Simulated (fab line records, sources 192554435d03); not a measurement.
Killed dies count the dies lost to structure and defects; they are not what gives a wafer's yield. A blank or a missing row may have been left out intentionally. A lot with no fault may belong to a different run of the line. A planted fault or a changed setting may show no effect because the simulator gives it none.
fab line records	flow n5-finfet
record: lots: 9	wafers: 24	last-day: 20
route steps=1938 shown GATE_CUT@511 MOL_CONTACT_COAG@535 BEOL_M4@1111 PASSIVATION@1936
lots with no fault: from the same line, run without faults
start-h: the number of hours between the record's first day and the start of the first shown wafer of the lot	wait-h: time in hours since the lot's previous step	" repeats the value in the row above	L1.1+2: several wafers, shown together as one row	- no value, or no start was given	* or withheld: withheld	< > ~ a bound
route shown NAME@n: a module of which the file shows steps, and the number in the route of the first	usual: the fault-free wafers' mean and standard deviation	same: alike in all rows	chamber/n: place in a boat	sites: each site's reading	_std_site: standard deviation across them	_edge_site: outer sites' mean less inner sites'	radius-mm: how far each site lies from the wafer's centre	mask NAME#n: copy n	behind: tool/chamber where the wafer was last shaped	hold: what put the lot on hold/how long, in hours/how the hold closed	device: which transistor (n, p or np) failed to switch	end of line: the route-end tests of the same wafers	step lacking rows: just its recipe	killed: not the wafer's yield, but the dies lost to structure and defects at the first sort	map: a wafer's dies, marking killed ones x, the rest . and places with no die _
set.NAME: setting as actually run; set.NAME@STEP: the setting as run at that earlier step	model.NAME: the simulator's own value behind a step, which no gauge read
the route's steps for a sample of lots (tables are steps, rows are wafers)
services: a tool's chamber out of use, with start hour (start-h, from the record's first day; less than 0 if before it), hours out, and reason
== steps ==
step: N5_GATE_CUT_CMP_23
recipe: stop-on: SiO2	t-overpolish-s: 23.4	post-cmp-clean: alkaline-brush	down-force-psi: 2.5	platen-rpm: 51.8	pad-velocity-m-s: 1.0307	target-thk-nm: 16
usual: motor-current-A: 9.1/0.67	overpolish-run-s: 23.399/0.0094	time-to-endpoint-s: 19.5/2.1
lot.wafer	tool	chamber	start-h	wait-h	motor-current-A	overpolish-run-s	time-to-endpoint-s
L585.1	cmp-01	1	105.35	1.0	9.9	23.415	18.7
L585.4	"	2	"	"	10.2	23.403	20.4
L585.5	"	1	"	"	9.7	23.396	20.5
L587.1	cmp-03	2	117.76	0.8	10.6	23.405	18.3
L587.4	"	0	"	"	9.0	23.405	18.6
L587.5	"	2	"	"	10.9	23.385	18.5
L588.1	cmp-01	2	125.19	1.2	9.8	23.405	15.7
L588.5	"	3	"	"	9.1	23.397	19.1
L588.6	"	0	"	"	10.6	23.409	16.2
L592.2	cmp-02	1	150.15	0.8	8.2	23.387	18.5
L592.1	"	2	"	"	9.0	23.409	17.5
L592.4	"	3	"	"	8.5	23.398	20.4
L595.4	cmp-01	0	163.59	0.8	9.3	23.399	20.4
L595.3	"	1	"	"	9.3	23.403	21.3
L595.6	"	1	"	"	9.4	23.390	21.8
L598.4	cmp-02	3	184.16	0.8	8.3	23.403	20.2
L598.2	"	0	"	"	8.8	23.406	21.3
L601.4	cmp-01	0	202.75	0.9	10.0	23.391	20.0
L601.3	"	1	"	"	9.0	23.403	21.7
L603.3	cmp-02	1	217.60	0.9	8.5	23.408	18.6
L603.6	"	3	"	"	8.7	23.419	19.9
L605.2	cmp-02	1	230.02	0.8	8.3	23.400	23.4
L605.1	"	2	"	"	9.4	23.399	24.1
L605.6	"	1	"	"	8.4	23.403	23.0
step: N5_GATE_CUT_INSPECT_26
recipe: inspect-instrument: darkfield	mode: post-cmp
usual: raw-defect-count: 42/16
lot.wafer	tool	chamber	start-h	wait-h	raw-defect-count
L585.1	defect-inspect-01	-	106.40	0.0	48
L585.4	"	-	"	"	70
L585.5	"	-	"	"	71
L587.1	defect-inspect-02	-	118.80	0.0	88
L587.4	"	-	"	"	49
L587.5	"	-	"	"	58
L588.1	defect-inspect-02	-	126.31	0.0	56
L588.5	"	-	"	"	25
L588.6	"	-	"	"	28
L592.1	defect-inspect-01	-	151.15	0.0	27
L592.2	"	-	"	"	25
L592.4	"	-	"	"	30
L595.3	defect-inspect-02	-	164.63	0.0	36
L595.4	"	-	"	"	29
L595.6	"	-	"	"	55
L598.2	defect-inspect-01	-	185.20	0.0	44
L598.4	"	-	"	"	53
L601.3	defect-inspect-02	-	203.75	0.0	27
L601.4	"	-	"	"	24
L603.3	defect-inspect-02	-	218.53	0.0	48
L603.6	"	-	"	"	45
L605.1	defect-inspect-01	-	231.06	0.0	24
L605.2	"	-	"	"	48
L605.6	"	-	"	"	36
step: N5_MOL_CONTACT_COAG_CONTACT_ETCH_14
recipe: chemistry: C4F6/O2	target: SiO2	target-depth-a: 275	overetch-a: 85	mask-material: SOC	pressure-mtorr: 30	source-w: 370	bias-w: 185	Ar_flow_sccm: 300	C4F6_flow_sccm: 16	O2_flow_sccm: 10	time-s: 20	ion-energy-ev: 259.6
usual: drypump-motor-current-A: 5.7/0.45	oes-product-au: 0.65/0.065	rf-vpp-V: 691.4/2.4	run-length-s: 43.1/0.38	showerhead-plenum-p-Torr: 2.84/0.068	throttle-valve-pct: 21.40/0.29
lot.wafer	tool	chamber	start-h	wait-h	drypump-motor-current-A	oes-product-au	rf-hours-counter-h	rf-vpp-V	run-length-s	showerhead-plenum-p-Torr	throttle-valve-pct
L585.1	rie-diel-03	0	107.13	0.0	5.7	0.66	141	690.2	42.9	2.77	21.45
L585.4	"	1	"	"	5.4	0.60	-	691.6	42.4	2.84	21.64
L585.5	"	3	"	"	5.3	0.62	-	692.6	43.4	2.85	21.13
L587.1	rie-diel-05	1	119.40	0.0	6.5	0.62	194	688.9	43.4	2.75	21.46
L587.4	"	3	"	"	5.4	0.61	-	691.8	43.6	2.86	21.71
L587.5	"	2	"	"	6.3	0.63	-	692.5	43.3	2.87	21.33
L588.1	rie-diel-05	3	127.15	0.0	5.4	0.61	191	691.0	42.9	2.86	21.73
L588.5	"	2	"	"	6.3	0.63	-	692.5	43.4	2.87	21.33
L588.6	"	3	"	"	5.4	0.61	-	691.7	43.5	2.86	21.71
L592.1	rie-diel-06	2	151.75	0.0	5.5	0.70	85	693.2	42.9	2.90	21.04
L592.2	"	1	"	"	5.8	0.66	130	688.6	43.7	2.78	21.47
L592.4	"	0	"	"	5.7	0.60	237	690.8	43.1	2.85	21.55
L595.3	rie-diel-05	3	165.28	0.0	5.4	0.60	204	692.4	42.9	2.85	21.75
L595.4	"	2	"	"	6.3	0.63	177	693.6	43.3	2.86	21.37
L595.6	"	0	"	"	6.4	0.80	-	689.8	43.1	2.83	20.74
L598.2	rie-diel-05	0	185.80	0.0	6.4	0.94	13	691.0	35.1	2.83	20.80
L598.4	"	1	"	"	6.5	0.61	217	687.8	43.2	2.74	21.47
L601.3	rie-diel-05	2	204.47	0.0	6.3	0.73	191	691.2	35.3	2.86	21.45
L601.4	"	0	"	"	6.5	0.78	19	691.0	43.1	2.83	20.75
L603.3	rie-diel-05	0	219.34	0.0	6.4	0.91	25	691.6	35.2	2.82	20.85
L603.6	"	2	"	"	6.2	0.61	-	693.0	43.4	2.85	21.39
L605.1	rie-diel-06	2	232.63	0.0	5.6	0.67	118	693.1	42.9	2.89	21.08
L605.2	"	3	"	"	4.9	0.84	3	691.2	42.4	2.84	21.51
L605.6	"	1	"	"	5.8	0.64	-	689.4	43.5	2.77	21.52
step: N5_MOL_CONTACT_COAG_ETCH_15
recipe: chemistry: CH3F/O2	target: SiNx	target-depth-a: 70	mask-material: SOC	stop-on: Si:P	over-etch-frac: 0.75	ion-energy-ev: 120	pressure-mtorr: 30	source-w: 395	bias-w: 73	Ar_flow_sccm: 150	CH3F_flow_sccm: 30	O2_flow_sccm: 20
usual: drypump-motor-current-A: 5.7/0.45	oes-product-au: 0.56/0.056	rf-vpp-V: 295.0/2.8	showerhead-plenum-p-Torr: 1.97/0.05	throttle-valve-pct: 16.46/0.28
lot.wafer	tool	chamber	start-h	wait-h	drypump-motor-current-A	oes-product-au	rf-hours-counter-h	rf-vpp-V	showerhead-plenum-p-Torr	throttle-valve-pct
L585.1	rie-diel-03	0	107.17	0.0	5.7	0.56	141	289.4	1.92	16.52
L585.4	"	1	"	"	5.4	0.52	-	297.1	1.98	16.73
L585.5	"	3	"	"	5.3	0.54	-	298.2	1.98	16.25
L587.1	rie-diel-05	1	119.44	0.0	6.5	0.54	194	288.1	1.90	16.52
L587.4	"	3	"	"	5.4	0.53	-	291.7	1.99	16.74
L587.5	"	2	"	"	6.3	0.54	-	295.7	1.99	16.41
L588.1	rie-diel-05	3	127.19	0.0	5.4	0.53	191	293.6	1.99	16.76
L588.5	"	2	"	"	6.3	0.55	-	296.3	1.99	16.41
L588.6	"	3	"	"	5.4	0.52	-	291.3	1.98	16.75
L592.1	rie-diel-06	2	151.79	0.0	5.5	0.60	85	294.9	2.02	16.09
L592.2	"	1	"	"	5.8	0.56	130	294.3	1.93	16.53
L592.4	"	0	"	"	5.7	0.52	237	299.0	1.97	16.65
L595.3	rie-diel-05	3	165.32	0.0	5.4	0.52	204	292.9	1.98	16.79
L595.4	"	2	"	"	6.3	0.55	177	295.9	1.99	16.45
L595.6	"	0	"	"	6.4	0.69	-	295.1	1.97	15.79
L598.2	rie-diel-05	0	185.83	0.0	6.4	0.35	13	294.8	1.96	15.78
L598.4	"	1	"	"	6.5	0.52	217	291.9	1.90	16.56
L601.3	rie-diel-05	2	204.51	0.0	6.2	0.27	191	295.5	1.98	16.43
L601.4	"	0	"	"	6.4	0.67	19	295.5	1.96	15.81
L603.3	rie-diel-05	0	219.38	0.0	6.4	0.34	25	294.7	1.96	15.79
L603.6	"	2	"	"	6.3	0.53	-	295.1	1.98	16.47
L605.1	rie-diel-06	2	232.67	0.0	5.5	0.58	118	294.6	2.01	16.17
L605.2	"	3	"	"	4.9	0.72	3	299.2	1.97	16.45
L605.6	"	1	"	"	5.8	0.56	-	294.3	1.92	16.56
step: N5_MOL_CONTACT_COAG_CD_MEAS_99
recipe: target-cd-nm: 17.2	polarity: opening
usual: cd-nm: 17.2/0.32
lot.wafer	tool	chamber	start-h	wait-h	cd-nm
L585.1	cd-sem-01	-	107.34	-	17.6
L585.4	"	-	"	"	16.7
L585.5	"	-	"	"	17.0
L587.1	cd-sem-01	-	119.61	-	17.6
L587.4	"	-	"	"	17.1
L587.5	"	-	"	"	17.3
L588.1	cd-sem-03	-	127.36	-	17.9
L588.5	"	-	"	"	17.3
L588.6	"	-	"	"	17.6
L592.1	cd-sem-02	-	151.97	-	17.4
L592.2	"	-	"	"	17.2
L592.4	"	-	"	"	17.2
L595.3	cd-sem-03	-	165.50	-	17.2
L595.4	"	-	"	"	17.4
L595.6	"	-	"	"	17.5
L598.2	cd-sem-02	-	186.01	-	-
L598.4	"	-	"	"	17.8
L601.3	cd-sem-03	-	204.69	-	-
L601.4	"	-	"	"	17.8
L603.3	cd-sem-01	-	219.56	-	-
L603.6	"	-	"	"	17.0
L605.1	cd-sem-01	-	232.85	-	17.2
L605.2	"	-	"	"	17.1
L605.6	"	-	"	"	17.8
step: N5_MOL_CONTACT_COAG_PRE_CLEAN_141
recipe: gas: H2/He	time-s: 60	temp-c: 300
usual: heater-power-w: 462/65
lot.wafer	tool	chamber	start-h	wait-h	heater-power-w
L585.1	pvd-sputter-02	-	111.61	2.4	476
L585.4	"	-	"	"	459
L585.5	"	-	"	"	377
L587.1	pvd-sputter-02	-	121.85	1.3	383
L587.4	"	-	"	"	461
L587.5	"	-	"	"	451
L588.1	pvd-sputter-03	-	129.61	0.5	510
L588.5	"	-	"	"	444
L588.6	"	-	"	"	502
L592.1	pvd-sputter-01	-	156.17	0.7	499
L592.2	"	-	"	"	595
L592.4	"	-	"	"	429
L595.3	pvd-sputter-02	-	167.28	0.1	468
L595.4	"	-	"	"	463
L595.6	"	-	"	"	381
L598.2	pvd-sputter-03	-	188.06	0.7	344
L598.4	"	-	"	"	518
L601.3	pvd-sputter-02	-	209.49	1.9	410
L601.4	"	-	"	"	395
L603.3	pvd-sputter-01	-	222.93	2.0	501
L603.6	"	-	"	"	596
L605.1	pvd-sputter-02	-	235.07	1.2	477
L605.2	"	-	"	"	392
L605.6	"	-	"	"	462
step: N5_MOL_CONTACT_COAG_CD_MEAS_40
recipe: target-cd-nm: 25.1	landing-energy-ev: 500	detector: se-inlens	polarity: opening
usual: cd-nm: 25.08/0.22
lot.wafer	tool	chamber	start-h	wait-h	cd-nm
L585.1	cd-sem-01	0	121.85	-	25.49
L585.4	"	0	"	"	25.41
L585.5	"	0	"	"	25.23
L587.1	cd-sem-03	0	129.20	-	25.04
L587.4	"	0	"	"	25.23
L587.5	"	0	"	"	25.09
L588.1	cd-sem-02	0	138.49	-	25.46
L588.5	"	0	"	"	24.93
L588.6	"	0	"	"	25.02
L592.1	cd-sem-03	0	165.74	-	24.99
L592.2	"	0	"	"	24.99
L592.4	"	0	"	"	25.04
L595.3	cd-sem-03	0	174.95	-	24.88
L595.4	"	0	"	"	25.23
L595.6	"	0	"	"	25.47
L598.2	cd-sem-01	0	196.43	-	-
L598.4	"	0	"	"	25.16
L601.3	cd-sem-03	0	218.23	-	-
L601.4	"	0	"	"	25.32
L603.3	cd-sem-02	0	233.06	-	-
L603.6	"	0	"	"	25.28
L605.1	cd-sem-03	0	245.19	-	25.10
L605.2	"	0	"	"	25.16
L605.6	"	0	"	"	25.09
step: N5_BEOL_M4_RC_MEAS_101
usual: DIBL_N: 35.9/1.2	DIBL_P: 35.9/1.4	IOFF_N: 0.149/0.02	IOFF_P: 0.205/0.022	ION_N: 671/8.8	ION_P: 461/5.9	SS_N: 71.4/0.51	SS_P: 73.2/0.56	VT_N: 250.6/2.5	VT_P: -250.1/2.3
lot.wafer	tool	chamber	start-h	wait-h	DIBL_N[mV/V]	DIBL_P[mV/V]	IOFF_N[nA/um]	IOFF_P[nA/um]	ION_N[uA/um]	ION_P[uA/um]	SS_N[mV/dec]	SS_P[mV/dec]	VT_N[mV]	VT_P[mV]
L585.1	prober-02	0	241.54	0.0	37.0	37.7	0.184	0.238	672	458	71.2	73.6	248.2	-247.7
L585.4	"	0	"	"	35.5	36.1	0.155	0.216	674	463	70.7	73.3	249.1	-250.2
L585.5	"	0	"	"	38.0	38.8	0.207	0.269	686	467	72.1	73.7	248.1	-247.6
L587.1	prober-02	0	246.28	0.0	37.3	36.6	0.157	0.214	664	461	72.2	73.2	249.4	-245.2
L587.4	"	0	"	"	37.2	37.1	0.161	0.222	674	467	71.4	73.3	248.5	-248.9
L587.5	"	0	"	"	36.7	36.6	0.153	0.214	676	463	71.5	73.2	248.4	-249.7
L588.1	prober-01	0	246.53	0.0	35.2	35.3	0.126	0.174	666	451	71.1	72.8	252.4	-251.1
L588.5	"	0	"	"	36.3	36.9	0.146	0.195	674	460	72.0	73.3	251.7	-251.5
L588.6	"	0	"	"	35.7	36.8	0.137	0.201	667	464	71.2	73.7	254.8	-249.2
L592.1	prober-02	0	277.66	0.1	37.0	35.8	0.146	0.185	669	450	71.9	73.0	253.8	-253.3
L592.2	"	0	"	"	36.9	34.5	0.152	0.175	663	448	72.6	73.0	252.3	-252.4
L592.4	"	0	"	"	37.1	35.2	0.149	0.183	657	453	72.6	73.0	251.9	-252.8
L595.3	prober-02	0	284.77	0.3	33.5	33.7	0.108	0.159	654	454	71.1	73.4	256.5	-254.7
L595.4	"	0	"	"	35.2	35.4	0.131	0.183	670	462	71.8	73.5	252.5	-251.4
L595.6	"	0	"	"	34.5	34.5	0.119	0.166	658	451	70.7	72.6	253.0	-255.3
L601.4	prober-01	0	303.43	0.5	34.8	36.1	0.152	0.213	665	465	71.1	72.9	250.1	-251.6
L598.4	prober-02	0	333.10	0.5	34.3	33.9	0.130	0.185	673	470	70.8	72.9	253.4	-250.6
L603.6	prober-02	0	340.58	0.8	36.2	35.8	0.145	0.202	665	456	71.6	72.9	247.4	-251.8
L605.1	prober-02	0	360.66	0.0	37.5	35.7	0.171	0.244	680	473	71.2	74.4	247.1	-247.2
L605.2	"	0	"	"	36.5	34.1	0.145	0.216	664	461	71.5	74.0	249.7	-248.4
L605.6	"	0	"	"	36.1	34.7	0.144	0.222	673	470	71.0	73.2	249.8	-246.4
step: N5_PASSIVATION_PROBE_49
usual: defect-limited-yield: 91.1/1.4	killed_at_M0_to_M3: 34/10	killed_at_M4_up: 14/5.5	killed-at-contacts: 12/5.1	killed-at-front-end: 41/12	killed-at-other: 4/3.1	killed-dies: 105/17	killed-on-rim: 13/3.7	killed-open: 70/13	killed-short: 33/7.6	sort_bin_5_function: 5.3/0.98	sort_bin_6_memory: 3.3/0.67	sort-n-pass: 1075/17	sort-yield-pct: 91.1/1.4
same: gross-dies: 1180	killed-at-back-side: 0	sort_bin_4_leakage[%]: 0	sort_bin_8_speed[%]: 0
lot.wafer	tool	chamber	start-h	wait-h	defect-limited-yield[%]	killed_at_M0_to_M3	killed_at_M4_up	killed-at-contacts	killed-at-front-end	killed-at-other	killed-dies	killed-on-rim	killed-open	killed-short	sort_bin_5_function[%]	sort_bin_6_memory[%]	sort-n-pass	sort-yield-pct[%]
L595.3	prober-01	-	394.23	0.1	92.5	14	10	24	39	1	88	14	48	40	4.1	3.1	1092	92.5
L595.4	prober-01	-	394.28	0.2	93.4	19	9	7	37	6	78	5	44	34	3.8	2.5	1102	93.4
L595.6	prober-01	-	394.38	0.3	91.7	35	9	12	35	7	98	12	63	35	5.4	2.7	1082	91.7
L601.3	prober-01	-	411.97	0.1	0	36	10	1090	36	8	1180	152	64	38	96.7	3.0	0	0
L601.4	prober-01	-	412.02	0.2	91.1	30	13	9	48	5	105	19	70	35	4.8	3.9	1075	91.1
L603.3	prober-01	-	451.66	0.1	0	32	11	1095	41	1	1180	152	66	26	96.9	2.9	0	0
L603.6	prober-01	-	451.81	0.3	89.3	54	10	9	52	1	126	18	90	32	6.2	4.4	1054	89.3
L598.2	prober-02	-	452.18	0.1	0	26	9	1110	32	3	1180	152	71	25	96.9	2.8	0	0
L598.4	prober-02	-	452.28	0.2	92.3	31	11	9	25	15	91	13	59	31	4.1	3.4	1089	92.3
killed by level:class
L595.3 MOL_CONTACT_COAG:geometric-particle:open=18 FIN_SAQP:geometric-particle:short=8 GATE_CUT:geometric-particle:short=7 FIN_SAQP:geometric-particle:open=6 MOL_CONTACT_COAG:geometric-particle:short=6 STI_FIN_REVEAL:geometric-particle:short=4 STI_FIN_REVEAL:geometric-particle:open=4 STARTING-WAFER:geometric-particle:short=4
L595.4 FIN_SAQP:geometric-particle:short=10 BEOL_M0_SAQP:geometric-particle:short=9 MOL_CONTACT_COAG:geometric-particle:open=7 FIN_SAQP:geometric-particle:open=6 STI_FIN_REVEAL:geometric-particle:open=4 GATE_CUT:geometric-particle:short=4 GATE_CUT:geometric-particle:open=4 BEOL_M0_SAQP:geometric-particle:open=3
L595.6 BEOL_M2:geometric-particle:open=12 FIN_SAQP:geometric-particle:open=11 MOL_CONTACT_COAG:geometric-particle:open=9 STI_FIN_REVEAL:geometric-particle:open=6 BEOL_M0_SAQP:geometric-particle:short=6 FIN_SAQP:geometric-particle:short=5 STI_FIN_REVEAL:geometric-particle:short=5 BEOL_M0_SAQP:geometric-particle:open=5
L601.3 MOL_CONTACT_COAG:area-etch=1077 MOL_CONTACT_COAG:geometric-particle:open=12 BEOL_M2:geometric-particle:open=9 STI_FIN_REVEAL:geometric-particle:open=8 GATE_CUT:geometric-particle:short=7 BEOL_M3:geometric-particle:open=6 BEOL_M1:geometric-particle:open=6 BEOL_M1:geometric-particle:short=5
L601.4 FIN_SAQP:geometric-particle:open=9 MOL_CONTACT_COAG:geometric-particle:open=8 BEOL_M0_SAQP:geometric-particle:short=8 FIN_SAQP:geometric-particle:short=7 STI_FIN_REVEAL:geometric-particle:open=7 GATE_CUT:geometric-particle:open=7 BEOL_M0_SAQP:geometric-particle:open=6 BEOL_M2:geometric-particle:open=6
L603.3 MOL_CONTACT_COAG:area-etch=1086 FIN_SAQP:geometric-particle:open=11 STI_FIN_REVEAL:geometric-particle:open=11 BEOL_M3:geometric-particle:open=8 BEOL_M3:geometric-particle:short=8 MOL_CONTACT_COAG:geometric-particle:open=7 BEOL_M2:geometric-particle:open=6 GATE_CUT:geometric-particle:open=5
L603.6 STI_FIN_REVEAL:geometric-particle:open=17 BEOL_M3:geometric-particle:open=13 FIN_SAQP:geometric-particle:open=12 BEOL_M1:geometric-particle:open=11 MOL_CONTACT_COAG:geometric-particle:open=8 BEOL_M0:geometric-particle:open=7 FIN_SAQP:geometric-particle:short=6 BEOL_M0_SAQP:geometric-particle:open=6
L598.2 MOL_CONTACT_COAG:area-etch=1083 MOL_CONTACT_COAG:geometric-particle:open=25 BEOL_M2:geometric-particle:open=10 FIN_SAQP:geometric-particle:open=7 BEOL_M3:geometric-particle:open=7 FIN_SAQP:geometric-particle:short=5 STARTING-WAFER:geometric-particle:open=5 GATE_CUT:geometric-particle:short=4
L598.4 BEOL_M2:geometric-particle:open=15 FIN_SAQP:geometric-particle:open=8 MOL_CONTACT_COAG:geometric-particle:open=8 BEOL_M4:geometric-particle:open=8 FIN_SAQP:geometric-particle:short=7 BEOL_M2:geometric-particle:short=6 BEOL_M0_SAQP:geometric-particle:short=4 BEOL_M3:geometric-particle:open=3
== services ==
tool	chamber	start-h	hours	kind
rie-diel-05	0	89.36	11.4	repair
cmp-01	-	92.45	1.4	repair
cmp-03	-	95.87	1.1	repair
pvd-sputter-02	-	97.72	2.0	repair
rie-diel-05	0	111.47	-	clean
rie-diel-05	0	111.47	-	consumable-replace:focus-ring
rie-diel-05	0	111.47	29.9	scheduled-down
rie-diel-05	0	111.47	29.9	vent-cycle
cmp-02	-	115.37	5.6	pm
cmp-03	-	119.48	74.2	repair
cmp-02	-	121.00	1.9	repair
cmp-01	-	143.24	4.0	pm
rie-diel-05	-	156.79	2.8	pm
cmp-01	-	159.33	3.0	repair
rie-diel-03	2	170.07	2.4	repair
rie-diel-06	0	187.27	-	clean
rie-diel-06	0	187.27	-	consumable-replace:focus-ring
rie-diel-06	0	187.27	16.8	scheduled-down
rie-diel-06	0	187.27	16.8	vent-cycle
cmp-03	-	193.68	3.5	pm
cmp-03	-	197.60	14.6	pm
cmp-02	-	205.55	4.0	pm
cmp-02	-	209.55	3.8	pm
rie-diel-05	-	223.81	28.1	pm
== key ==
first-sign: step: N5_MOL_CONTACT_COAG_CONTACT_ETCH_14	reading: run-length-s	direction: down	sigmas: 21	usual: *	struck: *
effect: step: N5_MOL_CONTACT_COAG_CONTACT_ETCH_14	reading: oes-product-au	direction: up	sigmas: 3.2	usual: 0.65	struck: 0.86	wafers-moved: 2
effect: step: N5_MOL_CONTACT_COAG_ETCH_15	reading: oes-product-au	direction: down	sigmas: 4.3	usual: 0.56	struck: 0.32
effect: step: N5_MOL_CONTACT_COAG_CD_MEAS_99	reading: cd-nm	direction: missing
effect: step: N5_MOL_CONTACT_COAG_CD_MEAS_40	reading: cd-nm	direction: missing
effect: step: N5_PASSIVATION_PROBE_49	reading: killed-at-contacts	direction: up	sigmas: 99+	usual: 12	struck: 1098
more-kills-born-at: N5_MOL_CONTACT_COAG_CONTACT_ETCH_14@rie-diel-05: 3246
met-at N5_MOL_CONTACT_COAG_CONTACT_ETCH_14
struck-lots L598,L601,L603
struck-wafers L598.2,L601.3,L603.3
later-rows-left-out L598.2,L601.3,L603.3
not-acting-at N5_GATE_CUT_CMP_23,N5_GATE_CUT_INSPECT_26,N5_MOL_CONTACT_COAG_PRE_CLEAN_141
onset-between 165.28 185.80
fault: kind: process-parameter-drift	tool: rie-diel-05	chamber: -	onset-h: 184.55	steps: N5_MOL_CONTACT_COAG_CONTACT_ETCH_14	channel: time-s	offset: *	shape: step	end-h: 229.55	scope: struck-wafers-only	acts-in: *	stated: *
later-rows-left-out: the simulator's readings of these wafers behind a module that went badly wrong aren't trusted and aren't shown, but for the sort
